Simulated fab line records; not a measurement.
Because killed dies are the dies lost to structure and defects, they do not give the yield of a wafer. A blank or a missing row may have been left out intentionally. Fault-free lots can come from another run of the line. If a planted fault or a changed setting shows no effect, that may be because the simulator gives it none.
Split-lot trial ; flow n5 finfet ; on a route of 1938 steps: 7 lots, 21 wafers read

THE SPLIT ITSELF
At N5_BEOL_M1_ETCH_64 (etches SOC in N2/H2, target depth 75 nm, overetch 15 nm, time 112.5 s), the setting bias w was moved away from the recipe's 150 W on 10 of the 21 wafers read, by -16.4% to +17.6%. The other wafers ran this setting at the recipe's value.

The reading comes from the split's own step.

THE READING
rf vpp V, in V, at N5_BEOL_M1_ETCH_64 (etches SOC in N2/H2, target depth 75 nm, overetch 15 nm, time 112.5 s). A value of 522.7 V with a standard deviation of 2.5 V is what fault-free wafers of this fab line usually give.

wafer;tool, chamber at the split;bias w as run, W;against the recipe;rf vpp V, V;against lot-mates on the recipe
L076.2;rie diel-03, 2;125.4;-16.4%;465.2;-60.2
L076.4;rie diel-03, 3;125.4;-16.4%;463.7;-61.7
L076.5;rie diel-03, 1;150;recipe;525.4;-
L085.1;rie diel-05, 0;150;recipe;525.3;-
L085.2;rie diel-05, 3;150;recipe;524.7;-
L085.4;rie diel-05, 1;150;recipe;526.2;-
L086.1;rie diel-06, 0;172.5;+15.0%;570.6;+47.8
L086.5;rie diel-06, 0;150;recipe;522.8;-
L086.6;rie diel-06, 3;172.5;+15.0%;568.6;+45.8
L087.1;rie diel-06, 1;176.4;+17.6%;577.4;+56.3
L087.4;rie diel-06, 3;176.4;+17.6%;576.7;+55.6
L087.6;rie diel-06, 1;150;recipe;521.1;-
L091.2;rie diel-06, 3;157.3;+4.9%;538.5;no lot-mate on the recipe
L091.3;rie diel-06, 2;157.3;+4.9%;544.7;no lot-mate on the recipe
L091.4;rie diel-06, 1;157.3;+4.9%;535.8;no lot-mate on the recipe
L095.1;rie diel-03, 2;138;-8.0%;492.6;-29.0
L095.3;rie diel-03, 3;150;recipe;520.3;-
L095.4;rie diel-03, 0;150;recipe;522.9;-
L096.2;rie diel-05, 0;150;recipe;525.5;-
L096.3;rie diel-05, 3;150;recipe;525.1;-
L096.5;rie diel-05, 3;150;recipe;526.1;-

THE FIT
A straight line over all 21 wafers: rf vpp V changes by +3.29 V for each +1% of bias w; r = +0.99; the points scatter about the line by 3.2 V.
The same after taking each lot's own level away (the mean of its wafers on the recipe; 18 wafers): +3.38 V for each +1%; r = +1.00; scatter 2.3 V.
On that fit, the largest move of bias w shifts the reading by 59 V.
The span of the lots' own levels, 521.10 to 525.57 V, comes to 1.8 times the standard deviation stated above.
The two slopes are in agreement: the lot-to-lot level therefore moves the slope only a little.
Check: with one of the wafers moved furthest among these (+17.6%) left out of the fit, the line predicts +58.3 V for it against its lot-mates. It came out at +56.3 V against them.
Tool readings at the split's step, against how far the setting was moved: rf vpp V r = +0.99.

ADDITIONAL SPLITS CARRIED BY THESE WAFERS
These wafers also went through other splits before the reading. Each is held against what the fit with the lots' levels taken away leaves over:
other split on the same wafers;wafers away from the commonest value;r with rf vpp V (lot level and that fit taken away)
N5_BEOL_M0_SAQP_DESCUM_45 time s;10;+0.02
N5_BEOL_M1_HM_DEP_02 target thk a;3;+0.30
N5_BEOL_M1_EXPOSE_08 dose mj;10;+0.14

THE WHOLE CHAIN: every reading that the file lists as answering this split, in the file's order
step;what it does;reading;change (the file's fit);r (the file's)
N5_BEOL_M1_ETCH_64;etches SOC in N2/H2, target depth 75 nm, overetch 15 nm, time 112.5 s;rf vpp V;+3.36 V for each +1% of the setting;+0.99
N5_BEOL_M1_ETCH_64;etches SOC in N2/H2, target depth 75 nm, overetch 15 nm, time 112.5 s;SiARC_of_BEOL_M1_COAT_62.thk nm (the simulator's own value, which no gauge read);-0.0758 nm for each +1% of the setting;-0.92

THE FILE'S OWN FIT
rf vpp V changes by +3.36 V for each +1% of bias w, r = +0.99.
